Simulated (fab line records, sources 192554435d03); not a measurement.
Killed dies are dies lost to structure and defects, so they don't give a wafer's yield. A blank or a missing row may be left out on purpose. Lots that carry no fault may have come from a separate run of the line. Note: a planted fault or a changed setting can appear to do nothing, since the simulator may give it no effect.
fab line records	flow n5-finfet	part 1 of 2: steps 1 to 19 of 28
record lots=5	wafers=15	last-day=17
route steps=1938 shown BEOL_M10@1508
lots that met no fault: from a run of the same line without faults
start-h: the number of hours between the record's first day and the start of the first shown wafer of the lot	wait-h: how many hours have passed since the lot's step before this one	" unchanged from the row above	L1.1+2: one row covering several wafers at once	- value missing, or start not given	* or withheld: withheld	< > ~ a bound
route shown NAME@n: a module of which the file shows steps, and the number in the route of the first	usual: mean and standard deviation over wafers with no fault	same: alike in all rows	chamber/n: place in a boat	sites: readings site by site	_std_site: their standard deviation	_edge_site: inner sites' mean taken away from outer sites' mean	radius-mm: for every site, how far away it sits from the centre of the wafer	mask NAME#n: copy n	behind: the tool/chamber that last shaped the wafer	hold: what put the lot on hold/how long, in hours/how the hold closed	device: the n, p or np transistor that did not switch	end of line: the same wafers' tests at the end of the route	a step without rows: its recipe alone	killed: dies that structure and defects cost at the first sort, which is not the same as the wafer's yield	map: per-die view of a wafer (x killed, . not killed, _ where there is no die)
set.NAME: the setting that was run; set.NAME@STEP: the one run at that earlier step	model.NAME: the simulator's own value behind a step, which no gauge read
lots at some steps of the route; a table a step, a row a wafer
services: the hour from which a tool's chamber was out of use, counted from the record's first day as start-h (under 0 if before that day), plus the number of hours and why
## steps
# step N5_BEOL_M10_STRIP_69
# recipe chemistry=N2/H2	temp-c=40	n2-flow-sccm=200	h2-flow-sccm=200	rf-frequency-hz=6e+07
lot.wafer	tool	chamber	start-h	wait-h
L074.3+4+5	rie-diel-06	1,3,3	228.19	0.1
L081.1+2+6	rie-diel-02	0,3,3	261.20	0.1
L082.2+5+6	rie-diel-03	0,1,2	274.73	0.1
L084.1+3+6	rie-diel-06	0,2,0	288.56	0.1
L094.1+4+6	rie-diel-02	2,0,0	354.65	0.1
# step N5_BEOL_M10_VIA_ETCH_34
# recipe chemistry=C4F6/O2	target=SiCOH_lowk	target-depth-a=1845	mask-material=SOC	taper-deg=4	time-s=69.2	ion-energy-ev=250	pressure-mtorr=30	source-w=345	bias-w=185	Ar_flow_sccm=300	C4F6_flow_sccm=10	O2_flow_sccm=10
# usual bias-w=185.0/0.58	drypump-motor-current-A=5.7/0.43	oes-product-au=0.83/0.061	rf-vpp-V=666/15	showerhead-plenum-p-Torr=2.88/0.079	throttle-valve-pct=20.81/0.28
# same time-s=69.2
lot.wafer	tool	chamber	start-h	wait-h	bias-w	drypump-motor-current-A	oes-product-au	rf-hours-counter-h	rf-vpp-V	showerhead-plenum-p-Torr	throttle-valve-pct
L074.3	rie-diel-06	1	228.20	0.0	183.9	6.1	0.77	121	660	2.74	20.85
L074.4	"	3	"	"	185.6	5.8	0.84	90	668	2.99	20.72
L074.5	"	3	"	"	184.3	5.8	0.85	-	668	2.99	20.71
L081.1	rie-diel-02	0	261.21	0.0	185.7	6.4	0.87	60	661	2.79	21.23
L081.2	"	3	"	"	185.3	4.9	0.78	120	657	2.87	20.65
L081.6	"	3	"	"	185.5	4.9	0.78	-	658	2.87	20.65
L082.2	rie-diel-03	0	274.74	0.0	185.3	6.1	0.78	130	658	2.87	21.36
L082.5	"	1	"	"	184.7	5.6	0.87	-	645	2.98	20.63
L082.6	"	2	"	"	185.7	5.5	0.86	-	648	2.98	21.04
L084.1	rie-diel-06	0	288.57	0.0	185.3	6.2	0.79	94	681	2.97	20.43
L084.3	"	2	"	"	185.0	5.1	0.82	68	666	2.89	20.54
L084.6	"	0	"	"	185.6	6.1	0.79	-	685	2.97	20.43
L094.1	rie-diel-02	2	354.66	0.0	184.7	5.6	0.93	29	669	2.78	20.68
L094.4	"	0	"	"	184.6	6.4	0.85	82	660	2.78	21.25
L094.6	"	0	"	"	184.2	6.4	0.84	-	659	2.78	21.27
# step N5_BEOL_M10_STRIP_73
# recipe chemistry=C4F6/O2	resist=SiARC	rf-frequency-hz=6e+07
lot.wafer	tool	chamber	start-h	wait-h
L074.3+4+5	rie-diel-06	1,3,3	228.26	0.0
L081.1+2+6	rie-diel-02	0,3,3	261.26	0.0
L082.2+5+6	rie-diel-03	0,1,2	274.79	0.0
L084.1+3+6	rie-diel-06	0,2,0	288.62	0.0
L094.1+4+6	rie-diel-02	2,0,0	354.71	0.0
# step N5_BEOL_M10_STRIP_36
# recipe chemistry=N2/H2	power-w=450	temp-c=40	pressure-mtorr=20	rf-frequency-hz=6e+07	overash-fraction=0.3	bias-power-w=7	h2-frac=0.5	n2-flow-sccm=200	h2-flow-sccm=200
# usual bias-power-w=7.000/0.021	drypump-motor-current-A=5.7/0.44	oes-product-au=0.83/0.06	rf-vpp-V=58.9/2	showerhead-plenum-p-Torr=2.57/0.085	temp-c=39.98/0.11	throttle-valve-pct=23.6/0.38
lot.wafer	tool	chamber	start-h	wait-h	bias-power-w	drypump-motor-current-A	oes-product-au	rf-hours-counter-h	rf-vpp-V	showerhead-plenum-p-Torr	temp-c	throttle-valve-pct
L074.3	rie-diel-06	1	228.27	0.0	7.023	6.1	0.75	121	61.4	2.43	39.91	23.4
L074.4	"	3	"	"	6.981	5.8	0.82	90	56.4	2.67	39.93	23.3
L074.5	"	3	"	"	6.987	5.8	0.82	-	63.0	2.67	40.00	23.4
L081.1	rie-diel-02	0	261.27	0.0	7.009	6.4	0.88	60	58.5	2.47	39.86	24.1
L081.2	"	3	"	"	6.996	4.9	0.77	120	62.4	2.56	40.11	23.4
L081.6	"	3	"	"	7.016	4.9	0.78	-	54.9	2.56	40.19	23.4
L082.2	rie-diel-03	0	274.80	0.0	6.977	6.1	0.81	130	56.5	2.54	40.18	24.2
L082.5	"	1	"	"	7.025	5.6	0.85	-	60.7	2.68	40.02	23.1
L082.6	"	2	"	"	6.966	5.5	0.86	-	60.6	2.70	39.87	24.2
L084.1	rie-diel-06	0	288.63	0.0	7.016	6.2	0.80	94	55.1	2.68	40.00	23.4
L084.3	"	2	"	"	6.983	5.1	0.83	68	60.1	2.58	39.88	23.4
L084.6	"	0	"	"	6.954	6.2	0.81	-	60.0	2.68	40.02	23.4
L094.1	rie-diel-02	2	354.72	0.0	6.984	5.6	0.90	30	58.4	2.47	40.08	23.5
L094.4	"	0	"	"	7.021	6.4	0.83	82	61.3	2.46	40.22	24.2
L094.6	"	0	"	"	7.018	6.4	0.83	-	57.4	2.46	39.90	24.2
# step N5_BEOL_M10_TRENCH_ETCH_37
# recipe chemistry=C4F6/O2	target-depth-a=1488.3	target=SiCOH_lowk	time-s=48	ion-energy-ev=250	pressure-mtorr=30	source-w=345	bias-w=185	Ar_flow_sccm=300	C4F6_flow_sccm=10	O2_flow_sccm=10
# usual bias-w=185.1/0.49	drypump-motor-current-A=5.7/0.43	oes-product-au=0.83/0.061	rf-vpp-V=666/14	showerhead-plenum-p-Torr=2.88/0.079	throttle-valve-pct=20.83/0.28
# same time-s=48
lot.wafer	tool	chamber	start-h	wait-h	bias-w	drypump-motor-current-A	oes-product-au	rf-hours-counter-h	rf-vpp-V	showerhead-plenum-p-Torr	throttle-valve-pct
L074.3	rie-diel-06	1	-	-	184.4	6.1	0.77	121	664	2.74	20.89
L074.4	"	3	"	"	185.2	5.8	0.84	90	667	2.99	20.75
L074.5	"	3	"	"	186.0	5.8	0.84	-	666	2.99	20.74
L081.1	rie-diel-02	0	-	-	184.7	6.4	0.87	60	661	2.79	21.26
L081.2	"	3	"	"	185.3	4.9	0.78	120	658	2.87	20.65
L081.6	"	3	"	"	184.5	4.9	0.79	-	657	2.87	20.66
L082.2	rie-diel-03	0	-	-	185.0	6.1	0.79	130	658	2.87	21.37
L082.5	"	1	"	"	185.5	5.7	0.86	-	645	2.98	20.65
L082.6	"	2	"	"	185.8	5.5	0.85	-	646	2.98	21.07
L084.1	rie-diel-06	0	-	-	184.8	6.2	0.79	94	682	2.97	20.45
L084.3	"	2	"	"	185.2	5.1	0.82	68	663	2.89	20.55
L084.6	"	0	"	"	185.5	6.1	0.79	-	682	2.97	20.46
L094.1	rie-diel-02	2	-	-	185.1	5.6	0.91	30	667	2.78	20.71
L094.4	"	0	"	"	185.8	6.4	0.83	82	660	2.78	21.29
L094.6	"	0	"	"	184.5	6.4	0.83	-	660	2.78	21.28
# step N5_BEOL_M10_ETCH_41
# recipe chemistry=CH3F/O2	target=SiCN	target-depth-a=426	taper-deg=2	time-s=86	ion-energy-ev=120	mask-material=TiN	pressure-mtorr=30	source-w=395	bias-w=75	Ar_flow_sccm=150	CH3F_flow_sccm=30	O2_flow_sccm=20
# usual bias-w=75.01/0.2	drypump-motor-current-A=5.7/0.44	oes-product-au=0.83/0.06	rf-vpp-V=297.8/1.5	showerhead-plenum-p-Torr=2.02/0.059	throttle-valve-pct=16.21/0.26
# same time-s=86
lot.wafer	tool	chamber	start-h	wait-h	bias-w	drypump-motor-current-A	oes-product-au	rf-hours-counter-h	rf-vpp-V	showerhead-plenum-p-Torr	throttle-valve-pct
L074.3	rie-diel-06	1	-	-	75.07	6.1	0.77	121	295.4	1.93	16.32
L074.4	"	3	"	"	74.90	5.7	0.84	90	299.7	2.11	16.13
L074.5	"	3	"	"	75.31	5.8	0.83	-	299.4	2.10	16.12
L081.1	rie-diel-02	0	-	-	75.14	6.4	0.87	60	295.1	1.96	16.53
L081.2	"	3	"	"	75.05	4.9	0.78	120	298.2	2.02	16.06
L081.6	"	3	"	"	75.28	4.9	0.79	-	296.4	2.02	16.06
L082.2	rie-diel-03	0	-	-	75.27	6.2	0.79	130	298.6	2.01	16.70
L082.5	"	1	"	"	74.86	5.6	0.87	-	299.4	2.10	16.12
L082.6	"	2	"	"	74.82	5.5	0.85	-	299.7	2.10	16.43
L084.1	rie-diel-06	0	-	-	75.08	6.1	0.80	94	298.4	2.10	15.92
L084.3	"	2	"	"	75.37	5.1	0.82	68	298.6	2.03	15.93
L084.6	"	0	"	"	75.29	6.2	0.80	-	300.1	2.10	15.91
L094.1	rie-diel-02	2	-	-	75.36	5.6	0.92	30	296.9	1.95	16.04
L094.4	"	0	"	"	75.46	6.4	0.84	82	296.5	1.95	16.59
L094.6	"	0	"	"	75.08	6.4	0.84	-	296.2	1.95	16.59
# step N5_BEOL_M10_STRIP_77
# recipe chemistry=N2/H2	time-s=10	power-w=450	temp-c=40	pressure-mtorr=20	rf-frequency-hz=6e+07	bias-power-w=7	n2-flow-sccm=200	h2-flow-sccm=200
# usual bias-power-w=6.998/0.018	drypump-motor-current-A=5.7/0.44	oes-product-au=0.83/0.06	rf-vpp-V=59.3/0.83	showerhead-plenum-p-Torr=2.57/0.085	temp-c=39.99/0.11	throttle-valve-pct=23.6/0.38
# same time-s=10
lot.wafer	tool	chamber	start-h	wait-h	bias-power-w	drypump-motor-current-A	oes-product-au	rf-hours-counter-h	rf-vpp-V	showerhead-plenum-p-Torr	temp-c	throttle-valve-pct
L074.3	rie-diel-06	1	-	-	7.027	6.1	0.77	121	59.0	2.43	40.03	23.4
L074.4	"	3	"	"	7.012	5.8	0.83	90	59.6	2.67	40.17	23.4
L074.5	"	3	"	"	7.021	5.8	0.82	-	60.6	2.67	39.96	23.4
L081.1	rie-diel-02	0	-	-	7.010	6.4	0.88	60	58.4	2.47	40.13	24.2
L081.2	"	3	"	"	6.982	4.9	0.78	120	58.7	2.56	40.14	23.4
L081.6	"	3	"	"	6.991	4.9	0.78	-	60.9	2.56	39.97	23.4
L082.2	rie-diel-03	0	-	-	6.998	6.2	0.79	130	58.0	2.54	39.98	24.2
L082.5	"	1	"	"	7.003	5.6	0.86	-	59.7	2.68	40.05	23.1
L082.6	"	2	"	"	7.006	5.5	0.85	-	59.1	2.70	39.98	24.2
L084.1	rie-diel-06	0	-	-	6.962	6.2	0.81	94	59.6	2.68	40.19	23.4
L084.3	"	2	"	"	7.005	5.1	0.82	68	60.1	2.58	40.12	23.4
L084.6	"	0	"	"	6.979	6.1	0.79	-	58.9	2.68	40.14	23.4
L094.1	rie-diel-02	2	-	-	7.007	5.6	0.90	30	58.7	2.47	39.97	23.5
L094.4	"	0	"	"	6.976	6.5	0.85	82	60.0	2.46	39.94	24.2
L094.6	"	0	"	"	7.033	6.5	0.84	-	58.9	2.46	40.04	24.2
# step N5_BEOL_M10_OCD_MEAS_38
# usual trench-depth-nm=150.8/2.9
lot.wafer	tool	chamber	start-h	wait-h	trench-depth-nm
L074.3	ocd-01	-	228.49	-	149.9
L074.4	"	-	"	"	158.8
L074.5	"	-	"	"	157.6
L081.1	ocd-02	-	261.50	-	151.3
L081.2	"	-	"	"	150.3
L081.6	"	-	"	"	150.3
L082.2	ocd-01	-	275.02	-	146.8
L082.5	"	-	"	"	150.2
L082.6	"	-	"	"	149.0
L084.1	ocd-01	-	288.85	-	148.4
L084.3	"	-	"	"	150.0
L084.6	"	-	"	"	147.9
L094.1	ocd-01	-	354.94	-	153.6
L094.4	"	-	"	"	147.6
L094.6	"	-	"	"	148.3
# step N5_BEOL_M10_HM_STRIP_39
# recipe chemistry=peroxide-tin-strip	material=TiN	target-depth-a=250	temp-c=50	time-s=158
# usual temp-c=49.99/0.12
# same time-s=158
lot.wafer	tool	chamber	start-h	wait-h	temp-c
L074.3	wet-bench-01	7	228.52	0.0	49.80
L074.4	"	2	"	"	49.99
L074.5	"	1	"	"	50.10
L081.1	wet-bench-06	5	261.53	0.0	50.08
L081.2	"	2	"	"	50.00
L081.6	"	7	"	"	50.02
L082.2	wet-bench-03	3	275.05	0.0	49.85
L082.5	"	4	"	"	49.75
L082.6	"	7	"	"	49.89
L084.1	wet-bench-03	1	288.89	0.0	49.89
L084.3	"	5	"	"	50.17
L084.6	"	0	"	"	49.97
L094.1	wet-bench-06	0	354.98	0.0	49.99
L094.4	"	3	"	"	49.94
L094.6	"	5	"	"	49.77
# step N5_BEOL_M10_SRD_40
# recipe time-s=30	temp-c=23	rinse-liquid=diw	dry=ipa-marangoni
# usual temp-c=22.98/0.1
# same time-s=30
lot.wafer	tool	chamber	start-h	wait-h	temp-c
L074.3	wet-bench-01	7	228.57	0.0	22.95
L074.4	"	2	"	"	22.94
L074.5	"	1	"	"	22.88
L081.1	wet-bench-06	5	261.57	0.0	22.99
L081.2	"	2	"	"	22.92
L081.6	"	7	"	"	22.94
L082.2	wet-bench-03	3	275.10	0.0	23.03
L082.5	"	4	"	"	23.21
L082.6	"	7	"	"	23.10
L084.1	wet-bench-03	1	288.93	0.0	22.93
L084.3	"	5	"	"	23.01
L084.6	"	0	"	"	23.09
L094.1	wet-bench-06	0	355.02	0.0	22.94
L094.4	"	3	"	"	22.82
L094.6	"	5	"	"	22.82
# step N5_BEOL_M10_PRECLEAN_42
# recipe chemistry=residue-remover	time-s=60	temp-c=40
# usual temp-c=40.01/0.11
# same time-s=60
lot.wafer	tool	chamber	start-h	wait-h	temp-c
L074.3	wet-bench-01	7	228.58	0.0	40.03
L074.4	"	2	"	"	40.14
L074.5	"	1	"	"	40.14
L081.1	wet-bench-06	5	261.59	0.0	40.01
L081.2	"	2	"	"	39.93
L081.6	"	7	"	"	39.99
L082.2	wet-bench-03	3	275.12	0.0	40.09
L082.5	"	4	"	"	40.08
L082.6	"	7	"	"	40.02
L084.1	wet-bench-03	1	288.95	0.0	39.84
L084.3	"	5	"	"	40.10
L084.6	"	0	"	"	39.93
L094.1	wet-bench-06	0	355.04	0.0	40.08
L094.4	"	3	"	"	40.04
L094.6	"	5	"	"	39.98
# step N5_BEOL_M10_SRD_43
# recipe time-s=30	temp-c=23	rinse-liquid=diw	dry=ipa-marangoni
# usual temp-c=23.01/0.1
# same time-s=30
lot.wafer	tool	chamber	start-h	wait-h	temp-c
L074.3	wet-bench-01	7	228.60	0.0	22.95
L074.4	"	2	"	"	23.10
L074.5	"	1	"	"	23.00
L081.1	wet-bench-06	5	261.61	0.0	23.00
L081.2	"	2	"	"	23.08
L081.6	"	7	"	"	23.06
L082.2	wet-bench-03	3	275.13	0.0	22.83
L082.5	"	4	"	"	23.18
L082.6	"	7	"	"	22.85
L084.1	wet-bench-03	1	288.97	0.0	23.17
L084.3	"	5	"	"	23.12
L084.6	"	0	"	"	23.04
L094.1	wet-bench-06	0	355.06	0.0	23.11
L094.4	"	3	"	"	23.05
L094.6	"	5	"	"	22.91
# step N5_BEOL_M10_CD_MEAS_35
# recipe target-cd-nm=70	polarity=opening
# usual cd-nm=70.2/0.68
lot.wafer	tool	chamber	start-h	wait-h	cd-nm
L074.3	cd-sem-03	-	228.64	0.0	70.8
L074.4	"	-	"	"	70.5
L074.5	"	-	"	"	70.6
L081.1	cd-sem-03	-	261.65	0.0	70.0
L081.2	"	-	"	"	70.0
L081.6	"	-	"	"	70.2
L082.2	cd-sem-01	-	275.18	0.0	71.4
L082.5	"	-	"	"	71.1
L082.6	"	-	"	"	70.2
L084.1	cd-sem-02	-	289.01	0.0	70.6
L084.3	"	-	"	"	69.7
L084.6	"	-	"	"	70.9
L094.1	cd-sem-02	-	355.10	0.0	69.1
L094.4	"	-	"	"	70.3
L094.6	"	-	"	"	69.0
# step N5_BEOL_M10_CURE_72
# recipe temp-c=370	time-s=120	ambient=DMADMS/He	material=SiCOH_lowk
# usual lamp-power-pct=52.31/0.056	wafer_temp_C_max=371.7/0.63
# same time-s=120
lot.wafer	tool	chamber	start-h	wait-h	lamp-power-pct	wafer_temp_C_max
L074.3	uv-cure-01	1	229.08	0.4	52.33	371.4
L074.4	"	1	"	"	52.23	371.3
L074.5	"	1	"	"	52.32	371.5
L081.1	uv-cure-01	0	261.74	0.1	52.24	372.6
L081.2	"	0	"	"	52.18	372.1
L081.6	"	0	"	"	52.30	372.2
L082.2	uv-cure-01	0	275.27	0.1	52.33	372.4
L082.5	"	0	"	"	52.27	372.1
L082.6	"	0	"	"	52.31	372.5
L084.1	uv-cure-01	0	289.05	0.0	52.34	373.3
L084.3	"	0	"	"	52.39	373.0
L084.6	"	0	"	"	52.14	372.7
L094.1	uv-cure-02	0	355.14	0.0	52.35	371.0
L094.4	"	0	"	"	52.36	371.2
L094.6	"	0	"	"	52.35	370.8
# step N5_BEOL_M10_DEGAS_44
# recipe ambient=vacuum	temp-c=250	time-s=60
# usual heater-power-w=328/35
# same time-s=60
lot.wafer	tool	chamber	start-h	wait-h	heater-power-w
L074.3	pvd-sputter-02	-	229.55	0.4	283
L074.4	"	-	"	"	284
L074.5	"	-	"	"	284
L081.1	pvd-sputter-01	-	262.08	0.3	281
L081.2	"	-	"	"	390
L081.6	"	-	"	"	275
L082.2	pvd-sputter-02	-	275.69	0.4	344
L082.5	"	-	"	"	282
L082.6	"	-	"	"	306
L084.1	pvd-sputter-01	-	289.37	0.3	284
L084.3	"	-	"	"	349
L084.6	"	-	"	"	347
L094.1	pvd-sputter-02	-	355.63	0.4	297
L094.4	"	-	"	"	285
L094.6	"	-	"	"	284
# step N5_BEOL_M10_PRE_CLEAN_45
# recipe gas=H2/He	time-s=30	temp-c=250
# usual heater-power-w=326/34
# same time-s=30
lot.wafer	tool	chamber	start-h	wait-h	heater-power-w
L074.3	pvd-sputter-02	-	229.59	0.0	283
L074.4	"	-	"	"	289
L074.5	"	-	"	"	286
L081.1	pvd-sputter-01	-	262.12	0.0	282
L081.2	"	-	"	"	387
L081.6	"	-	"	"	284
L082.2	pvd-sputter-02	-	275.73	0.0	338
L082.5	"	-	"	"	289
L082.6	"	-	"	"	318
L084.1	pvd-sputter-01	-	289.41	0.0	283
L084.3	"	-	"	"	351
L084.6	"	-	"	"	351
L094.1	pvd-sputter-02	-	355.67	0.0	279
L094.4	"	-	"	"	292
L094.6	"	-	"	"	287
# step N5_BEOL_M10_ALD_74
# recipe material=TaN	target-thk-a=20	temp-c=275	ald-precursor-family=PDMAT	ald-co-reactant=NH3	pressure-torr=3	carrier-flow-sccm=1500	pulse-time-s=2	purge-time-s=3	co-reactant-purge-time-s=2	co-reactant-pulse-time-s=3	ald-cycles=40	precursor-vessel-temp-c=75	precursor-vessel-pressure-torr=26.25	precursor-vessel-carrier-sccm=1000
# usual chamber-pressure-Torr=3.000/0.0064	heater-power-w=406/41
# same ald-cycles=40	co-reactant-pulse-time-s=3	co-reactant-purge-time-s=2
lot.wafer	tool	chamber	start-h	wait-h	chamber-pressure-Torr	heater-power-w
L074.3	ald-metal-03	0	229.65	0.0	2.998	390
L074.4	"	3	"	"	3.002	403
L074.5	"	0	"	"	2.996	388
L081.1	ald-metal-01	0	262.35	0.2	3.006	379
L081.2	"	1	"	"	3.003	524
L081.6	"	0	"	"	3.013	387
L082.2	ald-metal-01	0	275.84	0.1	3.008	374
L082.5	"	0	"	"	2.997	382
L082.6	"	3	"	"	2.990	380
L084.1	ald-metal-03	3	289.58	0.1	3.000	400
L084.3	"	1	"	"	3.018	373
L084.6	"	1	"	"	3.005	389
L094.1	ald-metal-03	1	355.74	0.1	3.004	385
L094.4	"	0	"	"	3.004	386
L094.6	"	3	"	"	2.999	408
# step N5_BEOL_M10_SURFACE_TREAT_76
# recipe gas=Ar	time-s=*	ion-energy-ev=*	ion-current-ma-cm2=0.5	pressure-mtorr=*	ar-flow-sccm=30
# usual throttle-valve-pct=*
# same time-s=*
lot.wafer	tool	chamber	start-h	wait-h	throttle-valve-pct
L074.3	pvd-sputter-01	-	229.97	0.2	*
L074.4	"	-	"	"	*
L074.5	"	-	"	"	*
L081.1	pvd-sputter-01	-	262.64	0.2	*
L081.2	"	-	"	"	*
L081.6	"	-	"	"	*
L082.2	pvd-sputter-03	-	276.17	0.2	*
L082.5	"	-	"	"	*
L082.6	"	-	"	"	*
L084.1	pvd-sputter-01	-	289.97	0.3	*
L084.3	"	-	"	"	*
L084.6	"	-	"	"	*
L094.1	pvd-sputter-02	-	356.26	0.4	*
L094.4	"	-	"	"	*
L094.6	"	-	"	"	*
# step N5_BEOL_M10_CVD_75
# recipe material=Co	target-thk-a=20	temp-c=withheld	precursor=CCTBA/H2	pressure-torr=30	time-s=138.9
# usual chamber-pressure-Torr=30.00/0.063
# same time-s=138.9
lot.wafer	tool	chamber	start-h	wait-h	chamber-pressure-Torr
L074.3	cvd-co-01	1	230.03	0.0	29.79
L074.4	"	1	"	"	30.01
L074.5	"	0	"	"	29.98
L081.1	cvd-co-01	2	262.93	0.3	30.00
L081.2	"	0	"	"	29.92
L081.6	"	0	"	"	29.98
L082.2	cvd-co-01	1	276.23	0.0	29.99
L082.5	"	2	"	"	30.03
L082.6	"	0	"	"	29.96
L084.1	cvd-co-01	1	290.12	0.1	29.89
L084.3	"	0	"	"	29.96
L084.6	"	1	"	"	29.95
L094.1	cvd-co-02	0	356.45	0.2	30.06
L094.4	"	1	"	"	29.95
L094.6	"	2	"	"	30.07
